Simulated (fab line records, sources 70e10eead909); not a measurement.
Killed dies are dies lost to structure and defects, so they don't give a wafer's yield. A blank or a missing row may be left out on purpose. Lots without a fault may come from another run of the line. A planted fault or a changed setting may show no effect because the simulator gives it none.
Which tool did it? | flow nand_harc | 13 lots, 39 wafers sampled, at 5 steps of a route of 1302

WHAT THE GAUGES READ, wafer by wafer
NHARC_END_SORT_01. Usual: killed_at_array 55, standard deviation 20; killed_at_other 1.1, standard deviation 1.2; killed_at_periphery 3.8, standard deviation 2.8; killed_dies 60, standard deviation 19; killed_open 3.4, standard deviation 1.9; killed_short 2.2, standard deviation 1.5.
lot  | measured     | on        | killed_at_array | killed_at_other | killed_at_periphery | killed_dies | killed_open | killed_short | flag
L758 | day 29 11:46 | prober-02 | 138 72 138      | 0 1 1           | 4 3 3               | 142 76 142  | 3 4 5       | 2 0 4        | OFF
L762 | day 30 23:10 | prober-02 | 151 130 81      | 0 0 5           | 9 1 2               | 160 131 88  | 2 0 0       | 3 3 2        | OFF

WHICH TOOL RAN EACH LOT (tool, then ch and the chambers of the sampled wafers, then the start)
lot  | NHARC_A_SLIT_DEP_25             | NHARC_THIN_TSV_ETCHBACK_48         | NHARC_THIN_TSV_ETCH_59            | NHARC_THIN_TSV_ETCH_36
L750 | pecvd-01 ch 1,2, day 20 06:01   | rie_diel-09 ch 1,2, day 24 10:00   | rie_metal-02 ch 0,1, day 24 13:50 | rie_metal-02 ch 0,1, day 24 14:06
L751 | pecvd-03 ch 0,1, day 20 06:08   | rie_diel-11 ch 0,1,2, day 24 08:46 | rie_metal-01 ch 0, day 24 12:40   | rie_metal-01 ch 0, day 24 13:04
L752 | pecvd-03 ch 0,1,2, day 20 23:55 | rie_diel-10 ch 0,1,2, day 25 03:50 | rie_metal-02 ch 0,1, day 25 07:35 | rie_metal-02 ch 0,1, day 25 07:51
L758 | pecvd-03 ch 0,1,2, day 24 08:47 | rie_diel-09 ch 2,3, day 28 18:29   | rie_metal-01 ch 0,1, day 28 22:23 | rie_metal-01 ch 0,1, day 28 22:39
L763 | pecvd-01 ch 0,2, day 25 16:25   | rie_diel-11 ch 0,2,3, day 29 20:16 | rie_metal-01 ch 0, day 30 00:13   | rie_metal-01 ch 0, day 30 00:40
L762 | pecvd-03 ch 0,1,2, day 25 16:41 | rie_diel-09 ch 0,1,3, day 30 06:09 | rie_metal-03 ch 0,1, day 30 10:07 | rie_metal-03 ch 0,1, day 30 10:17
L764 | pecvd-01 ch 0,1,2, day 25 19:44 | rie_diel-10 ch 1,2, day 29 21:29   | rie_metal-02 ch 0,1, day 30 01:30 | rie_metal-02 ch 0,1, day 30 01:44
L765 | pecvd-04 ch 0,1,2, day 26 17:13 | rie_diel-10 ch 2,3, day 31 00:54   | rie_metal-03 ch 0,1, day 31 05:00 | rie_metal-03 ch 0,1, day 31 05:12
L767 | pecvd-01 ch 0,1,2, day 27 09:13 | rie_diel-11 ch 1,2,3, day 31 12:06 | rie_metal-02 ch 0,1, day 31 16:04 | rie_metal-02 ch 0,1, day 31 16:20
L766 | pecvd-01 ch 0,1,2, day 27 09:27 | rie_diel-10 ch 0,2,3, day 31 20:17 | rie_metal-03 ch 0,1, day 32 00:19 | rie_metal-03 ch 0,1, day 32 00:35
L769 | pecvd-04 ch 0,2, day 27 20:57   | rie_diel-11 ch 1,3, day 32 05:38   | rie_metal-02 ch 0,1, day 32 09:42 | rie_metal-02 ch 0,1, day 32 09:58
L771 | pecvd-04 ch 1,2, day 28 15:40   | rie_diel-10 ch 1,3, day 32 23:43   | rie_metal-01 ch 1, day 33 03:44   | rie_metal-01 ch 0, day 33 03:59
L770 | pecvd-01 ch 0,1, day 28 15:41   | rie_diel-09 ch 2,3, day 33 01:07   | rie_metal-03 ch 0,1, day 33 05:03 | rie_metal-03 ch 0,1, day 33 05:19
- NHARC_A_SLIT_DEP_25: deposits SiO2, target thk 200 nm.
- NHARC_THIN_TSV_ETCHBACK_48: etches the open film in C4F8/Ar, target depth 1028.5 nm, time 405.17 s.
- NHARC_THIN_TSV_ETCH_59: etches the open film in Cl2/BCl3, target depth 880 nm, time 138.1 s.
- NHARC_THIN_TSV_ETCH_36: etches the open film in Cl2/BCl3, target depth 65 nm, time 18.571 s.

WHAT THE TOOLS THEMSELVES READ (means of the sampled wafers that have a number; where no wafer has one, the mark that the record gives instead)
NHARC_A_SLIT_DEP_25. Usual: heater_power_w 615 W, standard deviation 110; throttle_valve_pct 16.0 %, standard deviation 0.39.
lot  | tool     | heater_power_w (W) | throttle_valve_pct (%) | flag
L750 | pecvd-01 | 653                | 16.1                   |
L751 | pecvd-03 | 562                | 15.8                   |
L752 | pecvd-03 | 618                | 15.8                   |
L758 | pecvd-03 | 568                | 15.7                   |
L763 | pecvd-01 | 789                | 16.1                   |
L762 | pecvd-03 | 591                | 15.7                   |
L764 | pecvd-01 | 648                | 16.1                   |
L765 | pecvd-04 | 533                | 16.3                   |
L767 | pecvd-01 | 665                | 16.1                   |
L766 | pecvd-01 | 670                | 16.1                   |
L769 | pecvd-04 | 560                | 16.6                   |
L771 | pecvd-04 | 547                | 16.5                   |
L770 | pecvd-01 | 764                | 16.3                   |

NHARC_THIN_TSV_ETCHBACK_48. Usual: oes_product_au 0.95 a.u., standard deviation 0.033; rf_vpp_V 547 V, standard deviation 3.1.
lot  | tool        | oes_product_au (a.u.) | rf_vpp_V (V) | flag
L750 | rie_diel-09 | 0.93                  | 550          |
L751 | rie_diel-11 | 0.92                  | 548          |
L752 | rie_diel-10 | 0.92                  | 546          |
L758 | rie_diel-09 | 0.93                  | 548          |
L763 | rie_diel-11 | 0.92                  | 547          |
L762 | rie_diel-09 | 1.00                  | 548          |
L764 | rie_diel-10 | 0.93                  | 545          |
L765 | rie_diel-10 | 1.01                  | 546          |
L767 | rie_diel-11 | 0.93                  | 548          |
L766 | rie_diel-10 | 0.93                  | 546          |
L769 | rie_diel-11 | 0.93                  | 546          |
L771 | rie_diel-10 | 0.92                  | 542          |
L770 | rie_diel-09 | 0.96                  | 549          |

NHARC_THIN_TSV_ETCH_59. Usual: drypump_motor_current_A 5.7 A, standard deviation 0.62; oes_product_au 1.006 a.u., standard deviation 0.01; throttle_valve_pct 22.265 %, standard deviation 0.0086.
lot  | tool         | drypump_motor_current_A (A) | oes_product_au (a.u.) | throttle_valve_pct (%) | flag
L750 | rie_metal-02 | 5.8                         | 1.005                 | 22.267                 |
L751 | rie_metal-01 | 6.4                         | 1.014                 | 22.268                 |
L752 | rie_metal-02 | 5.8                         | 0.999                 | 22.263                 |
L758 | rie_metal-01 | 6.2                         | 1.011                 | 22.264                 |
L763 | rie_metal-01 | 6.4                         | 1.012                 | 22.262                 |
L762 | rie_metal-03 | 4.9                         | 1.003                 | 22.258                 |
L764 | rie_metal-02 | 5.8                         | 1.001                 | 22.267                 |
L765 | rie_metal-03 | 5.0                         | 1.006                 | 22.267                 |
L767 | rie_metal-02 | 5.7                         | 1.004                 | 22.270                 |
L766 | rie_metal-03 | 5.0                         | 1.011                 | 22.260                 |
L769 | rie_metal-02 | 5.8                         | 0.999                 | 22.265                 |
L771 | rie_metal-01 | 5.9                         | 1.020                 | 22.274                 |
L770 | rie_metal-03 | 5.0                         | 1.009                 | 22.266                 |

NHARC_THIN_TSV_ETCH_36. Usual: drypump_motor_current_A 5.7 A, standard deviation 0.62; oes_product_au 1.004 a.u., standard deviation 0.01.
lot  | tool         | drypump_motor_current_A (A) | oes_product_au (a.u.) | flag
L750 | rie_metal-02 | 5.8                         | 1.006                 |
L751 | rie_metal-01 | 6.4                         | 1.016                 |
L752 | rie_metal-02 | 5.7                         | 1.000                 |
L758 | rie_metal-01 | 6.2                         | 1.011                 |
L763 | rie_metal-01 | 6.4                         | 1.023                 |
L762 | rie_metal-03 | 5.0                         | 1.006                 |
L764 | rie_metal-02 | 5.7                         | 0.992                 |
L765 | rie_metal-03 | 4.9                         | 1.006                 |
L767 | rie_metal-02 | 5.7                         | 1.000                 |
L766 | rie_metal-03 | 4.8                         | 0.997                 |
L769 | rie_metal-02 | 5.7                         | 1.001                 |
L771 | rie_metal-01 | 6.5                         | 1.014                 |
L770 | rie_metal-03 | 4.8                         | 0.996                 |

THE ANSWER, worked out from the rows above alone
Rule: a lot is off if the mean of its wafers that have a number lies more than 3 standard deviations from the usual mean. A lot without any number at a reading at which 4 lots or more have one is off too. The other lots that the step has rows for count as sound. The gauges are gone through in route order, then the tools' own readings, and for those a lot's mean is taken as printed above. The first step at which some lot is off is used, and at that step the reading that is off furthest; a lot without a number counts as furthest.
Off: L758, L762, at NHARC_END_SORT_01 (killed_dies). Neither off nor sound, because the step has no rows for them: L750, L751, L752, L763, L764, L765, L767, L766, L769, L771, L770.
A tool fits if, at a process step before that reading, it ran every lot that is off, and no sound lot after the first of them. The gauges at NHARC_END_SORT_01 are tried like those tools. Can't be told from this: 3 tools fit, pecvd-03 at NHARC_A_SLIT_DEP_25, rie_diel-09 at NHARC_THIN_TSV_ETCHBACK_48, prober-02 at NHARC_END_SORT_01.

WHAT THE SIMULATOR HAD PUT IN
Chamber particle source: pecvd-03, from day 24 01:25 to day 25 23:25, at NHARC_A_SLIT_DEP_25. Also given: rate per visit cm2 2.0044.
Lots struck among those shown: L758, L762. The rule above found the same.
